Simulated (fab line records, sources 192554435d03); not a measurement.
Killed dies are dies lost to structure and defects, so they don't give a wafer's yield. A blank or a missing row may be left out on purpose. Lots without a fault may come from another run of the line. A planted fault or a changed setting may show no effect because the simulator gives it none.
Chamber matching | flow n5_finfet | N5_BEOL_M11_ETCH_65 on rie_diel-03: 4 sister chambers
The step etches SiARC in CF4, target depth 39 nm, time 65 s. 18 wafers are shown with their chamber, then 9 later ones without.

WAFERS WITH THEIR CHAMBER
wafer  | chamber | drypump_motor_current_A (A) | throttle_valve_pct (%) | showerhead_plenum_p_Torr (Torr)
L074.2 | 2       | 5.8                         | 15.54                  | 2.14
L074.3 | 1       | 6.0                         | 16.11                  | 2.21
L074.6 | 0       | 4.9                         | 15.41                  | 2.14
L078.1 | 2       | 5.8                         | 15.54                  | 2.14
L078.3 | 1       | 6.0                         | 16.10                  | 2.21
L078.6 | 2       | 5.8                         | 15.55                  | 2.14
L080.3 | 1       | 6.1                         | 16.11                  | 2.21
L080.4 | 3       | 6.7                         | 15.36                  | 2.17
L080.5 | 2       | 5.7                         | 15.55                  | 2.14
L089.1 | 3       | 6.6                         | 15.37                  | 2.17
L089.2 | 0       | 4.9                         | 15.45                  | 2.13
L089.3 | 1       | 6.0                         | 16.15                  | 2.20
L086.3 | 3       | 6.6                         | 15.40                  | 2.17
L086.4 | 0       | 4.9                         | 15.45                  | 2.13
L086.6 | 2       | 5.7                         | 15.59                  | 2.13
L093.1 | 0       | 4.9                         | 15.49                  | 2.13
L093.5 | 1       | 6.0                         | 16.17                  | 2.20
L093.6 | 0       | 4.9                         | 15.47                  | 2.13

SIGNATURES (means of the wafers above)
reading                  | chamber 0 | chamber 1 | chamber 2 | chamber 3 | scatter within a chamber
drypump_motor_current_A  | 4.900     | 6.020     | 5.760     | 6.633     | 0.0436
throttle_valve_pct       | 15.4540   | 16.1280   | 15.5540   | 15.3767   | 0.0264
showerhead_plenum_p_Torr | 2.1320    | 2.2060    | 2.1380    | 2.1700    | 0.00447
Rule: a wafer's distance from a chamber is the root of the sum, over the readings, of the square of ((its reading less the chamber's mean) divided by the reading's scatter). The wafer belongs to the nearest chamber; if the next one is less than 2 further off, it can't be placed. The scatter: the root of (the sum of the squares of (reading less its chamber's mean) over the shown wafers, divided by (wafers less chambers)).

WAFERS WITHOUT THEIR CHAMBER
wafer  | drypump_motor_current_A (A) | throttle_valve_pct (%) | showerhead_plenum_p_Torr (Torr)
L094.2 | 5.8                         | 15.60                  | 2.13
L094.3 | 6.6                         | 15.39                  | 2.16
L094.6 | 6.0                         | 16.18                  | 2.20
L096.1 | 4.9                         | 15.48                  | 2.13
L096.3 | 6.6                         | 15.41                  | 2.16
L096.5 | 6.1                         | 16.20                  | 2.20
L097.1 | 4.9                         | 15.48                  | 2.13
L097.2 | 6.1                         | 16.19                  | 2.20
L097.3 | 5.8                         | 15.62                  | 2.13

WHICH CHAMBER EACH WENT THROUGH
wafer  | from the rows above | in truth
L094.2 | 2                   | 2
L094.3 | 3                   | 3
L094.6 | 1                   | 1
L096.1 | 0                   | 0
L096.3 | 3                   | 3
L096.5 | 1                   | 1
L097.1 | 0                   | 0
L097.2 | 1                   | 1
L097.3 | 2                   | 2
Placed correctly: 9 of 9. Can't be placed from these rows: 0. Placed wrongly: 0.
